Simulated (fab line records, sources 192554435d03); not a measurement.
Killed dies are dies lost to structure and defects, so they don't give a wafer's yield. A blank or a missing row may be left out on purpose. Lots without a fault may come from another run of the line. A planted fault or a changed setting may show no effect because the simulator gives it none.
Which tool did it? | flow n5_finfet | 15 lots, 43 wafers sampled, at 5 steps of a route of 1938

WHAT THE GAUGES READ, wafer by wafer
N5_BEOL_M4_RC_MEAS_101.
lot  | measured     | on        | DIBL_N (mV/V)  | DIBL_P (mV/V)  | IOFF_N (nA/um) | IOFF_P (nA/um) | ION_N (uA/um) | ION_P (uA/um) | SS_N (mV/dec)  | SS_P (mV/dec)  | VT_N (mV)   | VT_P (mV)
L294 | day 8 02:15  | prober-02 | 39.1 36.4 38.4 | 38.0 34.9 36.1 | 0.19 0.14 0.16 | 0.24 0.20 0.22 | 673 675 668   | 463 468 461   | 72.1 71.3 72.4 | 74.4 73.4 73.8 | 250 251 248 | -250 -251 -249
L295 | day 8 23:04  | prober-02 | 33.6 35.1 34.7 | 34.6 36.4 36.5 | 0.13 0.16 0.15 | 0.19 0.22 0.22 | 662 683 676   | 461 468 475   | 71.1 71.5 71.6 | 73.4 74.3 73.2 | 254 251 252 | -249 -245 -249
L297 | day 8 22:40  | prober-01 | 36.9 37.0 34.1 | 36.5 37.8 34.2 | 0.16 0.17 0.12 | 0.24 0.28 0.20 | 675 681 673   | 468 473 469   | 72.0 72.5 70.9 | 73.9 74.3 72.2 | 249 250 253 | -244 -245 -248
L298 | day 9 00:59  | prober-01 | 40.9 38.7 39.4 | 38.9 35.7 37.6 | 0.24 0.19 0.19 | 0.29 0.22 0.25 | 696 677 678   | 474 460 463   | 72.2 71.5 71.9 | 73.9 72.8 73.9 | 242 246 248 | -246 -248 -248
L300 | day 9 06:25  | prober-02 | 32.9 35.6 34.9 | 33.4 35.8 34.8 | 0.11 0.16 0.15 | 0.16 0.19 0.17 | 660 679 670   | 455 461 460   | 70.7 71.8 72.0 | 72.0 72.5 72.5 | 254 248 249 | -254 -252 -254
L301 | day 9 20:41  | prober-01 | 35.0 37.0      | 34.4 37.8      | 0.14 0.20      | 0.19 0.26      | 672 694       | 466 481       | 71.7 71.6      | 72.6 73.7      | 250 244     | -251 -244
L303 | day 10 10:13 | prober-01 | 36.6 34.3 34.6 | 38.5 37.1 35.9 | 0.17 0.14 0.14 | 0.20 0.18 0.17 | 685 676 675   | 461 461 456   | 71.6 70.7 71.0 | 74.0 73.0 72.0 | 249 254 251 | -254 -251 -255
L304 | day 10 19:17 | prober-02 | 38.6 39.9 34.0 | 40.8 42.4 34.9 | 0.19 0.22 0.12 | 0.26 0.29 0.18 | 694 702 671   | 468 486 468   | 72.2 71.9 70.4 | 74.1 75.0 72.1 | 248 246 254 | -250 -244 -251
L305 | day 11 07:41 | prober-01 | 39.4 37.2 39.0 | 41.0 37.9 41.0 | 0.24 0.19 0.24 | 0.35 0.27 0.34 | 692 693 710   | 477 473 485   | 72.1 71.9 73.3 | 74.1 74.3 74.0 | 243 245 242 | -243 -247 -242
L309 | day 11 21:11 | prober-01 | 40.2 37.6 39.0 | 42.0 39.5 39.6 | 0.26 0.20 0.22 | 0.30 0.26 0.25 | 697 687 681   | 471 465 455   | 73.5 72.0 72.6 | 74.6 74.1 74.0 | 244 246 246 | -245 -248 -247
L312 | day 12 12:32 | prober-01 | 36.9 37.8      | 35.7 35.7      | 0.17 0.19      | 0.18 0.19      | 666 670       | 444 452       | 73.2 73.0      | 73.4 73.2      | 250 251     | -256 -253
L316 | day 13 09:58 | prober-02 | 36.4 36.8 37.0 | 36.7 36.7 37.2 | 0.17 0.17 0.18 | 0.21 0.22 0.23 | 672 671 675   | 459 454 460   | 71.2 72.2 71.9 | 73.0 73.5 73.8 | 248 248 247 | -252 -250 -250

WHICH TOOL RAN EACH LOT (tool, then ch and the chambers of the sampled wafers, then the start)
lot  | N5_GATE_CUT_ETCH_36               | N5_GATE_CUT_ETCH_47               | N5_GATE_CUT_CMP_43           | N5_GATE_CUT_CMP_61
L294 | rie_diel-06 ch 1,3, day 4 22:13   | rie_metal-01 ch 0,1, day 4 22:42  | cmp-04 ch 0,1,3, day 5 02:34 | cmp-04 ch 0,1,3, day 5 03:02
L295 | rie_diel-04 ch 0,1, day 5 01:53   | rie_metal-02 ch 0,1, day 5 02:32  | cmp-02 ch 1,2,3, day 5 04:39 | cmp-02 ch 1,2,3, day 5 05:08
L297 | rie_diel-02 ch 1,2, day 5 13:33   | rie_metal-01 ch 0,1, day 5 14:02  | cmp-04 ch 0,1,2, day 5 16:11 | cmp-04 ch 0,1,2, day 5 16:40
L298 | rie_diel-06 ch 1,2, day 5 19:02   | rie_metal-02 ch 0, day 5 19:31    | cmp-02 ch 0,2,3, day 5 21:38 | cmp-02 ch 0,2,3, day 5 22:07
L300 | rie_diel-06 ch 1,2,3, day 6 05:52 | rie_metal-03 ch 0,1, day 6 06:21  | cmp-02 ch 1,2,3, day 6 08:43 | cmp-02 ch 1,2,3, day 6 09:12
L301 | rie_diel-02 ch 1,3, day 6 11:52   | rie_metal-02 ch 0,1, day 6 12:22  | cmp-01 ch 1,3, day 6 14:33   | cmp-01 ch 1,3, day 6 14:59
L303 | rie_diel-06 ch 0,3, day 7 04:08   | rie_metal-01 ch 0,1, day 7 04:37  | cmp-02 ch 0,2,3, day 7 07:06 | cmp-02 ch 0,2,3, day 7 07:26
L304 | rie_diel-06 ch 0,1, day 7 09:11   | rie_metal-03 ch 0,1, day 7 09:45  | cmp-02 ch 0,3, day 7 11:56   | cmp-02 ch 0,3, day 7 12:22
L305 | rie_diel-04 ch 0,1,3, day 7 17:52 | rie_metal-03 ch 0,1, day 7 18:22  | cmp-01 ch 1,2,3, day 7 20:47 | cmp-01 ch 1,2,3, day 7 21:16
L306 | rie_diel-04 ch 1,2,3, day 7 20:32 | rie_metal-02 ch 0,1, day 7 21:01  | cmp-02 ch 0,2,3, day 7 23:23 | cmp-02 ch 0,2,3, day 7 23:46
L307 | rie_diel-04 ch 0,1,3, day 7 22:52 | rie_metal-02 ch 0,1, day 7 23:21  | cmp-01 ch 0,1,2, day 8 01:48 | cmp-01 ch 0,1,2, day 8 02:17
L308 | rie_diel-02 ch 0,2, day 8 06:08   | rie_metal-01 ch 0,1, day 8 06:37  | cmp-02 ch 0,1, day 8 08:44   | cmp-02 ch 0,1, day 8 09:13
L309 | rie_diel-04 ch 0,1,2, day 8 14:52 | rie_metal-01 ch 0,1, day 8 15:22  | cmp-04 ch 2,3, day 8 17:46   | cmp-04 ch 2,3, day 8 18:15
L312 | rie_diel-06 ch 0,1, day 9 06:40   | rie_metal-01 ch 0,1, day 9 07:10  | cmp-01 ch 1,3, day 9 09:23   | cmp-01 ch 1,3, day 9 09:49
L316 | rie_diel-06 ch 0,1, day 10 07:13  | rie_metal-03 ch 0,1, day 10 07:43 | cmp-04 ch 2,3, day 10 09:49  | cmp-04 ch 2,3, day 10 10:18
- N5_GATE_CUT_ETCH_36: etches SiARC in CF4, target depth 13 nm, time 21.7 s.
- N5_GATE_CUT_ETCH_47: etches SiO2 in Cl2/BCl3, target depth 10 nm.
- N5_GATE_CUT_CMP_43: polishes SiO2.
- N5_GATE_CUT_CMP_61: polishes, stops on SiNx, t overpolish 3 s.

WHAT THE TOOLS THEMSELVES READ (means of the sampled wafers that have a number; where no wafer has one, the mark that the record gives instead)
N5_GATE_CUT_ETCH_36.
lot  | tool        | drypump_motor_current_A (A) | etch_rf_on_time_s (s) | oes_product_au (a.u.) | rf_vpp_V (V) | showerhead_plenum_p_Torr (Torr) | throttle_valve_pct (%)
L294 | rie_diel-06 | 6.0                         | 21.6                  | 0.74                  | 183.7        | 2.14                            | 15.30
L295 | rie_diel-04 | 5.5                         | 22.3                  | 0.60                  | 183.9        | 2.13                            | 15.68
L297 | rie_diel-02 | 5.9                         | 21.8                  | 0.76                  | 185.0        | 2.21                            | 15.41
L298 | rie_diel-06 | 6.1                         | 21.5                  | 0.75                  | 183.7        | 2.15                            | 15.27
L300 | rie_diel-06 | 5.9                         | 21.9                  | 0.71                  | 185.3        | 2.19                            | 15.34
L301 | rie_diel-02 | 5.8                         | 21.3                  | 0.77                  | 185.2        | 2.27                            | 15.21
L303 | rie_diel-06 | 5.6                         | 22.4                  | 0.63                  | 182.9        | 2.10                            | 15.62
L304 | rie_diel-06 | 5.8                         | 22.2                  | 0.66                  | 183.2        | 2.06                            | 15.54
L305 | rie_diel-04 | 5.7                         | 21.8                  | 0.73                  | 184.0        | 2.13                            | 15.51
L306 | rie_diel-04 | 5.6                         | 21.7                  | 0.69                  | 184.2        | 2.13                            | 15.66
L307 | rie_diel-04 | 5.7                         | 22.0                  | 0.73                  | 184.0        | 2.13                            | 15.51
L308 | rie_diel-02 | 6.0                         | 21.3                  | 0.67                  | 184.6        | 2.13                            | 15.84
L309 | rie_diel-04 | 5.5                         | 21.8                  | 0.70                  | 183.5        | 2.10                            | 15.54
L312 | rie_diel-06 | 5.9                         | 22.0                  | 0.67                  | 182.7        | 2.06                            | 15.49
L316 | rie_diel-06 | 6.0                         | 21.8                  | 0.68                  | 183.4        | 2.07                            | 15.45

N5_GATE_CUT_ETCH_47.
lot  | tool         | drypump_motor_current_A (A) | mfc_cl2_sccm (sccm) | oes_product_au (a.u.) | throttle_valve_pct (%)
L294 | rie_metal-01 | 6.5                         | 53.18               | 0.67                  | 23.09
L295 | rie_metal-02 | 5.7                         | 53.17               | 0.75                  | 22.85
L297 | rie_metal-01 | 6.4                         | 53.15               | 0.73                  | 22.90
L298 | rie_metal-02 | 6.0                         | 53.32               | 0.81                  | 22.76
L300 | rie_metal-03 | 5.7                         | 53.09               | 0.78                  | 22.79
L301 | rie_metal-02 | 5.5                         | 53.26               | 0.70                  | 22.91
L303 | rie_metal-01 | 6.5                         | 53.31               | 0.66                  | 23.10
L304 | rie_metal-03 | 5.8                         | 53.39               | 0.84                  | 22.58
L305 | rie_metal-03 | 5.7                         | 53.28               | 0.84                  | 22.57
L306 | rie_metal-02 | 5.7                         | 53.26               | 0.73                  | 22.87
L307 | rie_metal-02 | 5.4                         | 53.17               | 0.65                  | 22.95
L308 | rie_metal-01 | 6.4                         | 53.11               | 0.71                  | 22.91
L309 | rie_metal-01 | 6.4                         | 53.46               | 0.70                  | 22.92
L312 | rie_metal-01 | 6.5                         | 53.19               | 0.68                  | 23.02
L316 | rie_metal-03 | 5.7                         | 53.32               | 0.76                  | 22.82

N5_GATE_CUT_CMP_43.
lot  | tool   | edge_zone_pressure_frac | motor_current_A (A) | pad_life_wafers
L294 | cmp-04 | 1.001                   | 11.6                | 404
L295 | cmp-02 | 0.997                   | 12.5                | 1429
L297 | cmp-04 | 0.998                   | 11.2                | 517
L298 | cmp-02 | 0.997                   | 11.5                | 1573
L300 | cmp-02 | 0.999                   | 12.3                | 1663
L301 | cmp-01 | 0.995                   | 10.9                | 1406
L303 | cmp-02 | 0.999                   | 11.5                | 1857
L304 | cmp-02 | 0.999                   | 12.0                | 1885
L305 | cmp-01 | 1.003                   | 12.4                | 1621
L306 | cmp-02 | -                       | -                   | -
L307 | cmp-01 | -                       | -                   | -
L308 | cmp-02 | -                       | -                   | -
L309 | cmp-04 | 0.991                   | 11.1                | 1052
L312 | cmp-01 | 0.996                   | 11.3                | 1940
L316 | cmp-04 | 1.000                   | 11.4                | 1364

N5_GATE_CUT_CMP_61.
lot  | tool   | edge_zone_pressure_frac | head_pressure_psi (psi) | motor_current_A (A) | pad_life_wafers
L294 | cmp-04 | 1.001                   | 4.006                   | 11.6                | 410
L295 | cmp-02 | 1.003                   | 4.000                   | 12.5                | 1435
L297 | cmp-04 | 0.999                   | 4.004                   | 11.0                | 523
L298 | cmp-02 | 0.997                   | 4.006                   | 11.5                | 1579
L300 | cmp-02 | 0.998                   | 3.999                   | 12.2                | 1669
L301 | cmp-01 | 1.002                   | 3.999                   | 10.8                | 1412
L303 | cmp-02 | 0.998                   | 4.000                   | 11.9                | 1863
L304 | cmp-02 | 1.000                   | 4.000                   | 12.0                | 1891
L305 | cmp-01 | 0.996                   | 3.997                   | 12.6                | 1627
L306 | cmp-02 | 0.998                   | 4.005                   | 11.4                | 1988
L307 | cmp-01 | 1.002                   | 4.011                   | 12.9                | 1675
L308 | cmp-02 | 1.006                   | 4.000                   | 12.2                | 2082
L309 | cmp-04 | 1.001                   | 4.002                   | 11.7                | 1058
L312 | cmp-01 | 1.002                   | 4.004                   | 10.4                | 1946
L316 | cmp-04 | 1.000                   | 4.007                   | 11.6                | 1370

THE ANSWER, worked out from the rows above alone
Rule: what is usual is taken from the lots themselves. Put in order of their means at a reading, lots are off if they are a third of the lots or fewer, leave a main group of 4 or more, and stand apart from it by a gap of 3 or more times the standard deviation of the main group's means; of several such gaps the widest counts. A main group whose means are all the same, to the digits that the tables above print for the reading, isn't used. A lot without any number at a reading at which 4 lots or more have one is off too. The other lots that the step has rows for count as sound. The gauges are gone through in route order, then the tools' own readings, and for those a lot's mean is taken as printed above. The first step at which some lot is off is used, and at that step the reading that is off furthest; a lot without a number counts as furthest.
Off: L306, L307, L308, at N5_GATE_CUT_CMP_43 (edge_zone_pressure_frac). Without a number there: L306, L307, L308. The main group: mean 0.998, standard deviation 0.003.
A tool fits if, at that step or a process step before it, it ran every lot that is off, and no sound lot after the first of them. None of those tried fits.

WHAT THE SIMULATOR HAD PUT IN
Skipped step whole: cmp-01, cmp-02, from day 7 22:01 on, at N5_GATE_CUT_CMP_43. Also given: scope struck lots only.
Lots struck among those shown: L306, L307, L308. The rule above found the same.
